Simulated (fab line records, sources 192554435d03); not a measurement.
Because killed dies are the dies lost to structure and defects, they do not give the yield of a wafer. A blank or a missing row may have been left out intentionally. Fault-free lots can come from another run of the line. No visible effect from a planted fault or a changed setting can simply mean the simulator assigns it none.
Matching of chambers :: flow n5_finfet :: 4 sister chambers for N5_MOL_CONTACT_COAG_VIA_ETCH_117 on rie_diel-04
The step etches SiO2 in C4F6/O2, target depth 40 nm, overetch 8 nm, time 26 s. 24 wafers are shown with their chamber, then 12 later ones without.

== WAFERS, EACH WITH ITS CHAMBER ==
wafer: L075.1
chamber: 3
drypump_motor_current_A (A): 5.3
rf_vpp_V (V): 1595
showerhead_plenum_p_Torr (Torr): 2.78

wafer: L075.2
chamber: 2
drypump_motor_current_A (A): 6.5
rf_vpp_V (V): 1612
showerhead_plenum_p_Torr (Torr): 2.87

wafer: L075.6
chamber: 3
drypump_motor_current_A (A): 5.3
rf_vpp_V (V): 1594
showerhead_plenum_p_Torr (Torr): 2.78

wafer: L076.1
chamber: 2
drypump_motor_current_A (A): 6.4
rf_vpp_V (V): 1612
showerhead_plenum_p_Torr (Torr): 2.87

wafer: L076.2
chamber: 3
drypump_motor_current_A (A): 5.3
rf_vpp_V (V): 1595
showerhead_plenum_p_Torr (Torr): 2.78

wafer: L076.6
chamber: 3
drypump_motor_current_A (A): 5.3
rf_vpp_V (V): 1594
showerhead_plenum_p_Torr (Torr): 2.78

wafer: L078.2
chamber: 1
drypump_motor_current_A (A): 5.9
rf_vpp_V (V): 1552
showerhead_plenum_p_Torr (Torr): 2.76

wafer: L078.4
chamber: 2
drypump_motor_current_A (A): 6.5
rf_vpp_V (V): 1611
showerhead_plenum_p_Torr (Torr): 2.86

wafer: L078.5
chamber: 3
drypump_motor_current_A (A): 5.3
rf_vpp_V (V): 1596
showerhead_plenum_p_Torr (Torr): 2.78

wafer: L083.1
chamber: 2
drypump_motor_current_A (A): 6.5
rf_vpp_V (V): 1610
showerhead_plenum_p_Torr (Torr): 2.86

wafer: L083.2
chamber: 3
drypump_motor_current_A (A): 5.3
rf_vpp_V (V): 1594
showerhead_plenum_p_Torr (Torr): 2.78

wafer: L083.4
chamber: 0
drypump_motor_current_A (A): 6.0
rf_vpp_V (V): 1608
showerhead_plenum_p_Torr (Torr): 2.77

wafer: L088.2
chamber: 3
drypump_motor_current_A (A): 5.3
rf_vpp_V (V): 1594
showerhead_plenum_p_Torr (Torr): 2.77

wafer: L088.3
chamber: 1
drypump_motor_current_A (A): 5.9
rf_vpp_V (V): 1550
showerhead_plenum_p_Torr (Torr): 2.75

wafer: L088.6
chamber: 1
drypump_motor_current_A (A): 5.9
rf_vpp_V (V): 1549
showerhead_plenum_p_Torr (Torr): 2.75

wafer: L090.1
chamber: 3
drypump_motor_current_A (A): 5.3
rf_vpp_V (V): 1594
showerhead_plenum_p_Torr (Torr): 2.77

wafer: L090.3
chamber: 2
drypump_motor_current_A (A): 6.5
rf_vpp_V (V): 1610
showerhead_plenum_p_Torr (Torr): 2.85

wafer: L090.4
chamber: 1
drypump_motor_current_A (A): 5.9
rf_vpp_V (V): 1550
showerhead_plenum_p_Torr (Torr): 2.75

wafer: L093.1
chamber: 1
drypump_motor_current_A (A): 5.9
rf_vpp_V (V): 1551
showerhead_plenum_p_Torr (Torr): 2.75

wafer: L093.2
chamber: 3
drypump_motor_current_A (A): 5.3
rf_vpp_V (V): 1592
showerhead_plenum_p_Torr (Torr): 2.76

wafer: L093.3
chamber: 2
drypump_motor_current_A (A): 6.4
rf_vpp_V (V): 1609
showerhead_plenum_p_Torr (Torr): 2.85

wafer: L094.2
chamber: 3
drypump_motor_current_A (A): 5.3
rf_vpp_V (V): 1595
showerhead_plenum_p_Torr (Torr): 2.76

wafer: L094.4
chamber: 2
drypump_motor_current_A (A): 6.5
rf_vpp_V (V): 1611
showerhead_plenum_p_Torr (Torr): 2.85

wafer: L094.6
chamber: 1
drypump_motor_current_A (A): 5.9
rf_vpp_V (V): 1550
showerhead_plenum_p_Torr (Torr): 2.75

SIGNATURES (means of the wafers above)
reading: drypump_motor_current_A
chamber 0: 6.000
chamber 1: 5.900
chamber 2: 6.471
chamber 3: 5.300
scatter within a chamber: 0.0267

reading: rf_vpp_V
chamber 0: 1608.00
chamber 1: 1550.33
chamber 2: 1610.71
chamber 3: 1594.30
scatter within a chamber: 1.07

reading: showerhead_plenum_p_Torr
chamber 0: 2.7700
chamber 1: 2.7517
chamber 2: 2.8586
chamber 3: 2.7740
scatter within a chamber: 0.00778
Rule: for a wafer and a chamber, the distance is found by dividing, reading by reading, the gap between the wafer's reading and the chamber's mean by the reading's scatter, squaring, summing and taking the root. If the next closest chamber is less than 2 further off than the closest, the wafer can't be placed; otherwise it belongs to the closest. The scatter is the square root of a quotient: the sum, over the shown wafers, of each reading's squared deviation from its chamber's mean, divided by wafers minus chambers.

== WAFERS WITHOUT THEIR CHAMBER ==
wafer: L095.3
drypump_motor_current_A (A): 6.0
rf_vpp_V (V): 1608
showerhead_plenum_p_Torr (Torr): 2.76

wafer: L095.4
drypump_motor_current_A (A): 5.9
rf_vpp_V (V): 1549
showerhead_plenum_p_Torr (Torr): 2.75

wafer: L095.6
drypump_motor_current_A (A): 5.9
rf_vpp_V (V): 1550
showerhead_plenum_p_Torr (Torr): 2.75

wafer: L096.1
drypump_motor_current_A (A): 6.5
rf_vpp_V (V): 1610
showerhead_plenum_p_Torr (Torr): 2.85

wafer: L096.2
drypump_motor_current_A (A): 5.9
rf_vpp_V (V): 1551
showerhead_plenum_p_Torr (Torr): 2.75

wafer: L096.6
drypump_motor_current_A (A): 6.0
rf_vpp_V (V): 1609
showerhead_plenum_p_Torr (Torr): 2.76

wafer: L097.1
drypump_motor_current_A (A): 5.3
rf_vpp_V (V): 1593
showerhead_plenum_p_Torr (Torr): 2.76

wafer: L097.2
drypump_motor_current_A (A): 5.9
rf_vpp_V (V): 1549
showerhead_plenum_p_Torr (Torr): 2.75

wafer: L097.3
drypump_motor_current_A (A): 6.0
rf_vpp_V (V): 1608
showerhead_plenum_p_Torr (Torr): 2.76

wafer: L097.4
drypump_motor_current_A (A): 5.9
rf_vpp_V (V): 1608
showerhead_plenum_p_Torr (Torr): 2.76

wafer: L097.5
drypump_motor_current_A (A): 5.3
rf_vpp_V (V): 1594
showerhead_plenum_p_Torr (Torr): 2.76

wafer: L097.6
drypump_motor_current_A (A): 5.9
rf_vpp_V (V): 1550
showerhead_plenum_p_Torr (Torr): 2.75

== THE CHAMBER EACH PASSED THROUGH ==
wafer: L095.3
from the rows above: 0
in truth: 0

wafer: L095.4
from the rows above: 1
in truth: 1

wafer: L095.6
from the rows above: 1
in truth: 1

wafer: L096.1
from the rows above: 2
in truth: 2

wafer: L096.2
from the rows above: 1
in truth: 1

wafer: L096.6
from the rows above: 0
in truth: 0

wafer: L097.1
from the rows above: 3
in truth: 3

wafer: L097.2
from the rows above: 1
in truth: 1

wafer: L097.3
from the rows above: 0
in truth: 0

wafer: L097.4
from the rows above: 0
in truth: 0

wafer: L097.5
from the rows above: 3
in truth: 3

wafer: L097.6
from the rows above: 1
in truth: 1
12 of 12 placed correctly. Not placeable from these rows: 0. Wrongly placed: 0.
